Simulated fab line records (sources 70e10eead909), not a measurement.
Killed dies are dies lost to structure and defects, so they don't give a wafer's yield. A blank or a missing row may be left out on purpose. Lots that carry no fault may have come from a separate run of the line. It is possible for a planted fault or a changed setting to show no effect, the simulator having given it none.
Matching of chambers + flow nand-harc + NHARC_A_SLIT_ETCH_24 on rie-diel-05: 4 sister chambers
The step etches the open film in CF4/CHF3, target depth 121 nm, time 60.5 s. 4 wafers are shown with their chamber, then 12 later ones without.

## WAFERS WITH THEIR CHAMBER
| wafer  | chamber | rf-vpp-V (V) |
|--------|---------|--------------|
| L084.1 | 1       | 371.2        |
| L084.2 | 2       | 367.9        |
| L087.4 | 3       | 372.8        |
| L087.5 | 0       | 371.3        |

## WAFERS MISSING THEIR CHAMBER
| wafer  | rf-vpp-V (V) |
|--------|--------------|
| L089.1 | 371.4        |
| L089.2 | 369.8        |
| L089.5 | 370.1        |
| L091.1 | 371.2        |
| L091.2 | 368.0        |
| L091.6 | 371.5        |
| L095.2 | 371.1        |
| L095.4 | 368.2        |
| L095.5 | 369.9        |
| L097.3 | 370.3        |
| L097.4 | 368.2        |
| L097.6 | 372.9        |

## WHICH CHAMBER EACH WENT THROUGH
| wafer  | from the rows above          | in truth                   |
|--------|------------------------------|----------------------------|
| L089.1 | can't be placed: 0 or 1 or 3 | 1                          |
| L089.2 | can't be placed: 1 or 0 or 2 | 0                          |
| L089.5 | can't be placed: 1 or 0 or 2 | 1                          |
| L091.1 | can't be placed: 1 or 0      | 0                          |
| L091.2 | 2                            | 2                          |
| L091.6 | can't be placed: 0 or 1 or 3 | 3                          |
| L095.2 | can't be placed: 1 or 0      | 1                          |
| L095.4 | 2                            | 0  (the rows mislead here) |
| L095.5 | can't be placed: 1 or 0 or 2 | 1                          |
| L097.3 | can't be placed: 1 or 0      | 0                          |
| L097.4 | 2                            | 2                          |
| L097.6 | 3                            | 3                          |
3 of 12 placed correctly. Can't be placed from these rows: 8 (the true chamber is among the candidates in 8). Number placed wrongly: 1.
How it was worked out, from the rows above alone: a wafer's distance from a chamber is the root of the sum, over the readings, of the square of ((its reading less the chamber's mean) divided by the reading's scatter). The wafer belongs to the nearest chamber; if the next one is less than 2 further off, it can't be placed. For every chamber, the mean is computed from those of its wafers that are shown. The scatter: with one shown wafer a chamber, the root of the mean of the squares of how far each hidden wafer lies from its nearest shown one.
